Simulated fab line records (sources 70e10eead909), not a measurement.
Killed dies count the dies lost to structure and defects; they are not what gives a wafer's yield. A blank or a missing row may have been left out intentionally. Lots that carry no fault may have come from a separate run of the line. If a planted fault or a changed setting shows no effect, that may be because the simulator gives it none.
fab line records ; flow nand_harc
record: lots: 14; wafers: 42; last_day: 31
route steps=1302 shown A_STAIRCASE@876 A_SGD_CUT@890
lots with no fault: from the same line, run without faults
start_h: start of the lot's first displayed wafer, in hours after the record's first day ; wait_h: hours elapsed since this lot's preceding step ; " unchanged from the row above ; L1.1+2: a single row standing in for several wafers ; - no value, or no start was given ; * or withheld: withheld ; < > ~ a bound
route shown NAME@n: NAME is a module with steps in the file, n the number in the route of the first one ; usual: mean/standard deviation of fault-free wafers ; same: alike in all rows ; chamber/n: place in a boat ; sites: per-site readings ; _std_site: the standard deviation of these ; _edge_site: mean of outer sites minus mean of inner sites ; radius_mm: how far each site lies from the wafer's centre ; mask NAME#n: copy n ; behind: the last tool/chamber to shape the wafer ; hold: what put the lot on hold/how long, in hours/how the hold closed ; device: which transistor (n, p or np) failed to switch ; end of line: at the end of the route, the tests of the same wafers ; a step given without rows: its recipe and nothing more ; killed: at the first sort, the dies lost to defects and structure; wafer yield is something else ; map: a wafer's dies, marking killed ones x, the rest . and places with no die _
set.NAME: the setting the step ran with; set.NAME@STEP: the setting that earlier step ran with ; model.NAME: the simulator's own value behind a step, which no gauge read
a sample of lots followed through the steps of the route, with each step as a table and each wafer as a row
services: when a tool's chamber went out of use (start_h, in hours from the record's first day, below 0 if earlier), for how many hours, and the reason
== steps ==
step: NHARC_A_STAIRCASE_CMP_450
recipe: target_thk_nm: 200; material: SiO2
usual: edge_zone_pressure_frac: 1.000/0.0047; motor_current_A: 11.9/1.2
lot.wafer;tool;chamber;start_h;wait_h;edge_zone_pressure_frac;motor_current_A
L327.3;cmp-01;1;443.68;-;0.998;11.3
L327.1;cmp-01;2;443.68;-;1.000;12.3
L327.5;cmp-01;1;443.68;-;1.000;11.2
L325.4;cmp-03;3;444.05;-;0.999;9.4
L325.3;cmp-03;0;444.05;-;0.999;10.9
L325.2;cmp-03;1;444.05;-;1.003;12.5
L329.3;cmp-04;0;484.61;-;0.999;10.6
L329.1;cmp-04;3;484.61;-;0.999;11.7
L329.6;cmp-04;0;484.61;-;0.993;10.7
L331.4;cmp-04;2;497.76;-;1.003;11.3
L331.2;cmp-04;0;497.76;-;0.995;10.6
L331.5;cmp-04;2;497.76;-;1.001;10.9
L332.4;cmp-03;0;518.80;-;0.995;11.3
L332.1;cmp-03;1;518.80;-;0.994;12.9
L332.3;cmp-03;2;518.80;-;0.999;13.1
L333.1;cmp-03;0;523.90;-;1.008;11.1
L333.2;cmp-03;1;523.90;-;0.997;12.7
L333.5;cmp-03;0;523.90;-;1.008;11.0
L334.4;cmp-04;2;533.42;-;1.000;11.6
L334.2;cmp-04;1;533.42;-;1.003;14.2
L334.5;cmp-04;2;533.42;-;1.002;11.7
L336.4;cmp-03;2;540.78;-;1.006;12.9
L336.5;cmp-03;0;540.78;-;0.995;10.5
L336.6;cmp-03;1;540.78;-;1.003;12.9
L337.4;cmp-01;0;546.48;-;0.993;13.1
L337.2;cmp-01;2;546.48;-;1.001;12.0
L337.1;cmp-01;3;546.48;-;1.004;11.9
L340.3;cmp-03;0;568.53;-;0.998;11.2
L340.6;cmp-03;0;568.53;-;0.996;10.5
L340.5;cmp-03;1;568.53;-;1.000;12.3
L339.3;cmp-01;0;568.82;-;0.992;13.2
L339.6;cmp-01;0;568.82;-;0.998;13.0
L339.5;cmp-01;1;568.82;-;0.997;10.9
L338.3;cmp-01;1;573.80;-;1.005;11.5
L338.1;cmp-01;2;573.80;-;1.002;12.2
L338.6;cmp-01;2;573.80;-;1.001;12.1
L341.4;cmp-01;1;608.24;-;0.996;11.7
L341.5;cmp-01;3;608.24;-;1.000;11.4
L341.6;cmp-01;0;608.24;-;0.994;12.6
L342.1;cmp-03;1;608.59;-;0.998;13.1
L342.3;cmp-03;3;608.59;-;0.997;9.5
L342.5;cmp-03;1;608.59;-;0.999;13.0
step: NHARC_A_STAIRCASE_ETCHBACK_157
recipe: target_depth_a: 900; over_etch_frac: 0.3; time_s: 167.14; ion_energy_ev: 120; ch3f_flow_sccm: 50; o2_flow_sccm: 30; ar_flow_sccm: 200; rf_w: 500; bias_w: 100; chemistry: CH3F/O2
usual: ch3f_flow_sccm: 49.98/0.16; drypump_motor_current_A: 5.7/0.64; oes_product_au: 0.96/0.035; rf_vpp_V: 244.1/1.3; showerhead_plenum_p_Torr: 2.44/0.077; throttle_valve_pct: 20.664/0.0091
lot.wafer;tool;chamber;start_h;wait_h;ch3f_flow_sccm;drypump_motor_current_A;oes_product_au;rf_hours_counter_h;rf_vpp_V;showerhead_plenum_p_Torr;throttle_valve_pct
L327.1;rie_diel-11;2;444.59;0.2;49.96;6.5;1.00;0;243.9;2.46;20.661
L327.3;rie_diel-11;0;444.59;0.2;50.15;5.1;1.00;0;242.9;2.43;20.659
L327.5;rie_diel-11;2;444.59;0.2;50.03;6.5;1.01;-;244.4;2.46;20.681
L325.4;rie_diel-11;2;444.97;0.2;49.89;6.5;1.00;0;245.6;2.46;20.665
L325.2;rie_diel-11;3;444.97;0.2;49.99;4.8;0.99;0;242.8;2.30;20.660
L325.3;rie_diel-11;1;444.97;0.2;49.98;6.3;1.00;0;242.1;2.39;20.661
L329.3;rie_diel-13;3;485.52;0.1;49.89;5.3;1.01;43;246.5;2.53;20.673
L329.1;rie_diel-13;2;485.52;0.1;50.16;6.3;1.00;43;245.5;2.48;20.668
L329.6;rie_diel-13;0;485.52;0.1;49.84;5.6;0.99;-;244.7;2.43;20.659
L331.2;rie_diel-13;2;498.70;0.2;50.02;6.3;0.94;44;246.3;2.48;20.676
L331.4;rie_diel-13;3;498.70;0.2;49.97;5.3;0.94;45;244.8;2.53;20.679
L331.5;rie_diel-13;1;498.70;0.2;49.87;5.0;0.93;-;244.3;2.48;20.664
L332.1;rie_diel-13;0;519.86;0.3;50.26;5.6;0.96;53;243.6;2.43;20.683
L332.4;rie_diel-13;1;519.86;0.3;50.09;5.0;0.96;52;244.7;2.48;20.660
L332.3;rie_diel-13;3;519.86;0.3;50.13;5.3;1.00;51;243.8;2.53;20.654
L333.1;rie_diel-11;1;524.78;0.1;50.08;6.3;0.98;25;243.3;2.38;20.669
L333.2;rie_diel-11;3;524.78;0.1;49.99;4.8;0.98;22;241.2;2.29;20.673
L333.5;rie_diel-11;1;524.78;0.1;49.77;6.3;0.99;-;240.5;2.38;20.652
L334.2;rie_diel-11;3;534.31;0.1;49.96;4.8;0.90;26;242.3;2.29;20.663
L334.4;rie_diel-11;0;534.31;0.1;49.90;5.1;0.91;34;243.4;2.42;20.668
L334.5;rie_diel-11;0;534.31;0.1;49.89;5.1;0.91;-;245.4;2.42;20.664
L336.4;rie_diel-11;3;541.74;0.2;49.95;4.8;0.90;28;241.5;2.29;20.668
L336.6;rie_diel-11;0;541.74;0.2;50.31;5.1;0.91;-;243.4;2.41;20.669
L336.5;rie_diel-11;1;541.74;0.2;49.92;6.2;0.92;-;243.6;2.37;20.648
L337.2;rie_diel-13;2;547.36;0.1;49.86;6.3;1.01;6;245.3;2.48;20.653
L337.1;rie_diel-13;3;547.36;0.1;49.87;5.3;1.01;7;245.2;2.53;20.649
L337.4;rie_diel-13;1;547.36;0.1;50.10;4.9;0.99;5;243.6;2.48;20.678
L340.3;rie_diel-09;0;569.54;0.2;49.91;5.2;1.02;27;243.4;2.39;20.666
L340.5;rie_diel-09;0;569.54;0.2;49.77;5.1;1.01;-;243.8;2.39;20.670
L340.6;rie_diel-09;1;569.54;0.2;49.63;6.5;1.01;-;245.5;2.58;20.674
L339.3;rie_diel-09;1;569.82;0.3;50.00;6.5;0.95;28;245.7;2.58;20.654
L339.5;rie_diel-09;0;569.82;0.3;50.11;5.2;0.94;-;244.3;2.39;20.656
L339.6;rie_diel-09;1;569.82;0.3;50.11;6.4;0.96;-;244.1;2.58;20.684
L338.3;rie_diel-11;1;574.78;0.1;49.80;6.3;0.99;43;243.1;2.37;20.675
L338.1;rie_diel-11;2;574.78;0.1;50.09;6.5;1.00;45;244.8;2.44;20.665
L338.6;rie_diel-11;1;574.78;0.1;49.72;6.3;1.00;-;242.3;2.37;20.650
L341.4;rie_diel-13;2;609.22;0.2;49.73;6.4;1.00;25;244.7;2.47;20.657
L341.6;rie_diel-13;0;609.22;0.2;50.02;5.6;0.99;-;243.0;2.42;20.663
L341.5;rie_diel-13;1;609.22;0.2;50.03;5.0;0.99;-;244.8;2.47;20.666
L342.3;rie_diel-13;1;609.47;0.2;50.04;5.0;0.91;25;244.3;2.47;20.657
L342.1;rie_diel-13;3;609.47;0.2;50.06;5.3;0.92;25;246.0;2.52;20.669
L342.5;rie_diel-13;2;609.47;0.2;50.18;6.3;0.93;-;243.5;2.47;20.666
step: NHARC_A_SGD_CUT_DEP_00
recipe: target_thk_a: 500; temp_c: 400; target_thk_nm: 50; flow_sccm: 200; rf_w: 450; material: SiNx
usual: heater_power_outer_w: 389/59; heater_power_w: 677/77
lot.wafer;tool;chamber;start_h;wait_h;heater_power_outer_w;heater_power_w;since_wet_clean_h
L327.1;pecvd-03;2;445.54;0.1;291;530;66
L327.3;pecvd-03;1;445.54;0.1;290;580;66
L327.5;pecvd-03;2;445.54;0.1;286;544;-
L325.2;pecvd-02;2;445.93;0.1;424;627;24
L325.3;pecvd-02;1;445.93;0.1;335;623;25
L325.4;pecvd-02;0;445.93;0.1;354;683;-
L329.3;pecvd-02;1;486.48;0.1;336;630;65
L329.1;pecvd-02;2;486.48;0.1;413;666;65
L329.6;pecvd-02;2;486.48;0.1;413;655;-
L331.2;pecvd-03;1;499.73;0.1;369;657;120
L331.4;pecvd-03;2;499.73;0.1;360;631;-
L331.5;pecvd-03;1;499.73;0.1;361;645;-
L332.1;pecvd-02;2;520.86;0.1;387;624;99
L332.3;pecvd-02;0;520.86;0.1;383;732;99
L332.4;pecvd-02;2;520.86;0.1;377;603;-
L333.2;pecvd-01;1;526.22;0.1;437;707;21
L333.1;pecvd-01;2;526.22;0.1;356;629;21
L333.5;pecvd-01;2;526.22;0.1;356;631;-
L334.2;pecvd-02;1;535.28;0.1;295;566;114
L334.5;pecvd-02;1;535.28;0.1;284;572;-
L334.4;pecvd-02;0;535.28;0.1;388;739;-
L336.5;pecvd-02;2;542.73;0.2;333;531;-
L336.6;pecvd-02;0;542.73;0.2;369;730;-
L336.4;pecvd-02;1;542.73;0.2;374;685;-
L337.2;pecvd-01;0;548.33;0.1;528;853;43
L337.1;pecvd-01;2;548.33;0.1;455;739;43
L337.4;pecvd-01;1;548.33;0.1;454;764;-
L340.3;pecvd-03;1;570.87;0.1;392;728;11
L340.5;pecvd-03;1;570.87;0.1;397;695;-
L340.6;pecvd-03;2;570.87;0.1;289;545;-
L339.3;pecvd-02;1;571.04;0.1;362;655;150
L339.5;pecvd-02;2;571.04;0.1;408;642;-
L339.6;pecvd-02;0;571.04;0.1;311;645;-
L338.3;pecvd-02;1;575.82;0.1;-;-;-
L338.1;pecvd-02;2;575.82;0.1;-;-;-
L338.6;pecvd-02;1;575.82;0.1;-;-;-
L341.5;pecvd-03;2;610.23;0.2;-;-;-
L341.4;pecvd-03;0;610.23;0.2;-;-;-
L341.6;pecvd-03;1;610.23;0.2;-;-;-
L342.3;pecvd-03;2;610.46;0.1;331;581;50
L342.1;pecvd-03;0;610.46;0.1;455;735;50
L342.5;pecvd-03;2;610.46;0.1;334;589;-
step: NHARC_A_SGD_CUT_INSPECT_11
usual: raw_defect_count: 51/32
lot.wafer;tool;chamber;start_h;wait_h;raw_defect_count
L327.1;defect_inspect-02;-;446.38;0.0;67
L327.3;defect_inspect-02;-;446.38;0.0;65
L327.5;defect_inspect-02;-;446.38;0.0;67
L325.2;defect_inspect-01;-;446.77;0.0;20
L325.3;defect_inspect-01;-;446.77;0.0;30
L325.4;defect_inspect-01;-;446.77;0.0;15
L329.1;defect_inspect-01;-;487.20;0.0;118
L329.3;defect_inspect-01;-;487.20;0.0;100
L329.6;defect_inspect-01;-;487.20;0.0;115
L331.2;defect_inspect-01;-;500.39;0.0;74
L331.4;defect_inspect-01;-;500.39;0.0;62
L331.5;defect_inspect-01;-;500.39;0.0;54
L332.1;defect_inspect-02;-;521.67;0.0;98
L332.3;defect_inspect-02;-;521.67;0.0;92
L332.4;defect_inspect-02;-;521.67;0.0;102
L333.1;defect_inspect-02;-;527.04;0.0;17
L333.2;defect_inspect-02;-;527.04;0.0;25
L333.5;defect_inspect-02;-;527.04;0.0;18
L334.2;defect_inspect-01;-;536.00;0.0;26
L334.4;defect_inspect-01;-;536.00;0.0;35
L334.5;defect_inspect-01;-;536.00;0.0;30
L336.4;defect_inspect-02;-;543.49;0.0;88
L336.5;defect_inspect-02;-;543.49;0.0;70
L336.6;defect_inspect-02;-;543.49;0.0;78
L337.1;defect_inspect-01;-;549.17;0.0;7
L337.2;defect_inspect-01;-;549.17;0.0;9
L337.4;defect_inspect-01;-;549.17;0.0;13
L340.3;defect_inspect-02;-;571.59;0.0;59
L340.5;defect_inspect-02;-;571.59;0.0;72
L340.6;defect_inspect-02;-;571.59;0.0;56
L339.3;defect_inspect-02;-;571.84;0.0;33
L339.5;defect_inspect-02;-;571.84;0.0;39
L339.6;defect_inspect-02;-;571.84;0.0;35
L338.1;defect_inspect-02;-;576.64;0.0;86
L338.3;defect_inspect-02;-;576.64;0.0;80
L338.6;defect_inspect-02;-;576.64;0.0;102
L341.4;defect_inspect-02;-;610.87;0.0;49
L341.5;defect_inspect-02;-;610.87;0.0;42
L341.6;defect_inspect-02;-;610.87;0.0;53
L342.1;defect_inspect-01;-;611.28;0.0;20
L342.3;defect_inspect-01;-;611.28;0.0;20
L342.5;defect_inspect-01;-;611.28;0.0;27
== services ==
tool;chamber;start_h;hours;kind
cmp-01;-;421.92;0.3;repair
cmp-01;-;423.87;0.8;repair
pecvd-02;-;425.64;1.8;repair
rie_diel-11;-;433.52;9.0;pm
pecvd-02;2;437.63;5.7;repair
rie_diel-13;2;458.66;13.8;repair
pecvd-02;-;460.69;2.2;repair
pecvd-02;-;465.49;0.8;repair
cmp-03;-;468.33;2.2;repair
cmp-01;-;481.24;4.0;pm
cmp-03;-;491.01;4.0;pm
cmp-01;-;491.91;0.3;repair
cmp-04;-;503.00;4.0;pm
rie_diel-11;1;505.11;6.3;repair
rie_diel-11;3;508.59;2.6;repair
cmp-03;-;532.46;0.8;repair
cmp-04;-;547.06;0.7;repair
pecvd-03;-;547.25;13.0;pm
cmp-01;-;552.74;1.0;repair
cmp-01;-;579.24;4.0;pm
cmp-03;-;589.03;4.0;pm
pecvd-02;-;589.49;13.0;pm
cmp-04;-;601.00;4.0;pm
cmp-03;-;606.57;1.5;repair
== key ==
first_sign: step: NHARC_A_SGD_CUT_DEP_00; reading: tool_record; direction: missing
effect none on later readings
met_at NHARC_A_SGD_CUT_DEP_00
struck_lots L338,L341
later_rows_left_out L338.1,L338.3,L338.6,L341.4,L341.5,L341.6
sort_left_out L338.1,L338.3,L338.6,L341.4,L341.5,L341.6
tester_left_out L338,L341
not_acting_at NHARC_A_STAIRCASE_CMP_450,NHARC_A_STAIRCASE_ETCHBACK_157,NHARC_A_SGD_CUT_INSPECT_11
onset_between 571.04 575.82
fault: kind: skipped_step_whole; tool: pecvd-02,pecvd-03; chamber: -; onset_h: 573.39; steps: NHARC_A_SGD_CUT_DEP_00; scope: struck_lots_only
tester_left_out: of these lots the tester's yield and bins aren't shown, on N5 and GAA mostly nor the transistor test; their killed dies are dies lost to structure and defects alone, not to doping, threshold or leakage, so they don't give the yield
sort_left_out: the simulated sort isn't trusted on such a fault, so these wafers' sort isn't shown, and their yield isn't known
later_rows_left_out: the simulator's readings of these wafers behind a module that went badly wrong aren't trusted and aren't shown, but for the sort
